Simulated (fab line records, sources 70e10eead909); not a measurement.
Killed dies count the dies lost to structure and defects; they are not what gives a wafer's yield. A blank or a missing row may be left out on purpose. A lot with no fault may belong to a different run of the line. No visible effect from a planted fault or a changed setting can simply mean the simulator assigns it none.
Which of the tools did it? || flow nand_harc || Sampling: 6 lots, 18 wafers, 5 of 1159 route steps

WHAT THE GAUGES READ, wafer by wafer
NHARC_A_BLC_CD_MEAS_10: target cd 100 nm.
{"lot": "L825", "measured": "day 17 16:20", "on": "cd_sem-03", "cd_nm (nm)": "99.3 99.3 99.7"}
{"lot": "L823", "measured": "day 17 21:46", "on": "cd_sem-03", "cd_nm (nm)": "100.4 99.6 99.8"}
{"lot": "L831", "measured": "day 20 14:00", "on": "cd_sem-02", "cd_nm (nm)": "89.7 90.1 89.0"}
{"lot": "L838", "measured": "day 21 04:16", "on": "cd_sem-01", "cd_nm (nm)": "99.3 99.7 99.9"}
{"lot": "L842", "measured": "day 23 01:30", "on": "cd_sem-01", "cd_nm (nm)": "100.0 99.5 99.1"}
{"lot": "L843", "measured": "day 23 03:40", "on": "cd_sem-02", "cd_nm (nm)": "99.7 100.0 99.2"}

WHICH TOOL RAN EACH LOT (tool, then ch and the chambers of the sampled wafers, then the start)
{"lot": "L825", "NHARC_A_CONTACT_ETCH_137": "har_cap_etch-02 ch 1, day 17 12:11", "NHARC_A_CONTACT_ETCH_138": "har_cap_etch-02 ch 1, day 17 12:19", "NHARC_A_CONTACT_ALD_18": "ald_metal-02 ch 0,1,3, day 17 14:16", "NHARC_A_BLC_EXPOSE_07": "arfi_scanner-02 ch 0, day 17 16:11"}
{"lot": "L823", "NHARC_A_CONTACT_ETCH_137": "har_cap_etch-01 ch 0,1, day 17 17:55", "NHARC_A_CONTACT_ETCH_138": "har_cap_etch-01 ch 0,1, day 17 18:02", "NHARC_A_CONTACT_ALD_18": "ald_metal-04 ch 0,1,2, day 17 19:43", "NHARC_A_BLC_EXPOSE_07": "arfi_scanner-01 ch 0, day 17 21:37"}
{"lot": "L831", "NHARC_A_CONTACT_ETCH_137": "har_cap_etch-02 ch 0,1, day 20 08:43", "NHARC_A_CONTACT_ETCH_138": "har_cap_etch-02 ch 0,1, day 20 08:50", "NHARC_A_CONTACT_ALD_18": "ald_metal-03 ch 0,1,3, day 20 10:34", "NHARC_A_BLC_EXPOSE_07": "arfi_scanner-01 ch 0, day 20 13:52"}
{"lot": "L838", "NHARC_A_CONTACT_ETCH_137": "har_cap_etch-02 ch 0,1, day 21 00:27", "NHARC_A_CONTACT_ETCH_138": "har_cap_etch-02 ch 0,1, day 21 00:35", "NHARC_A_CONTACT_ALD_18": "ald_metal-02 ch 0,1,3, day 21 02:16", "NHARC_A_BLC_EXPOSE_07": "arfi_scanner-02 ch 0, day 21 04:08"}
{"lot": "L842", "NHARC_A_CONTACT_ETCH_137": "har_cap_etch-02 ch 0,1, day 22 19:32", "NHARC_A_CONTACT_ETCH_138": "har_cap_etch-02 ch 0,1, day 22 19:39", "NHARC_A_CONTACT_ALD_18": "ald_metal-03 ch 2,3, day 22 21:28", "NHARC_A_BLC_EXPOSE_07": "arfi_scanner-02 ch 0, day 23 01:22"}
{"lot": "L843", "NHARC_A_CONTACT_ETCH_137": "har_cap_etch-01 ch 0,1, day 22 23:04", "NHARC_A_CONTACT_ETCH_138": "har_cap_etch-01 ch 0,1, day 22 23:13", "NHARC_A_CONTACT_ALD_18": "ald_metal-03 ch 0,1,2, day 23 01:00", "NHARC_A_BLC_EXPOSE_07": "arfi_scanner-03 ch 0, day 23 03:31"}
- NHARC_A_CONTACT_ETCH_137: etches the open film in C4F8/O2/Ar, time 132 s, target depth 1287 nm.
- NHARC_A_CONTACT_ETCH_138: etches the open film in C4F8/O2/Ar, time 132 s, target depth 1289 nm.
- NHARC_A_CONTACT_ALD_18: deposits TiN, target thk 3 nm, pulse time 1 s, ald cycles 150.
- NHARC_A_BLC_EXPOSE_07: exposes mask A BLC, target cd 100 nm.

THE ANSWER, worked out from the rows above alone
Rule: usual is defined by the lots themselves. Put in order of their means at a reading, lots are off if they are a third of the lots or fewer, leave a main group of 4 or more, and stand apart from it by a gap of 3 or more times the standard deviation of the main group's means; of several such gaps the widest counts. A main group whose means are all the same, to the digits that the tables above print for the reading, isn't used. A lot without any number at a reading at which 4 lots or more have one is off too. All remaining lots with rows at the step are treated as sound.
Off, at NHARC_A_BLC_CD_MEAS_10 on cd_nm: L831. Mean 99.6 nm and standard deviation 0.17 in the main group.
If a tool, at a process step before that reading, ran all the lots that are off and no sound lot after the first of them, it fits. Those tools and the gauges at NHARC_A_BLC_CD_MEAS_10 are tried in the same way. One candidate fits, namely arfi_scanner-01 at NHARC_A_BLC_EXPOSE_07. A fault onset in the window from L823 (day 17 21:37, its last sound lot) to L831 (day 20 13:52, its first lot off) fits.

WHAT HAD BEEN PUT IN BY THE SIMULATOR
Process parameter drift: arfi_scanner-01, from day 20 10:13 on, at NHARC_A_BLC_EXPOSE_07. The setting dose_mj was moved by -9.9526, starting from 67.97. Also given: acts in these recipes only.
Lots struck among those shown: L831. The rule given above showed the same thing.
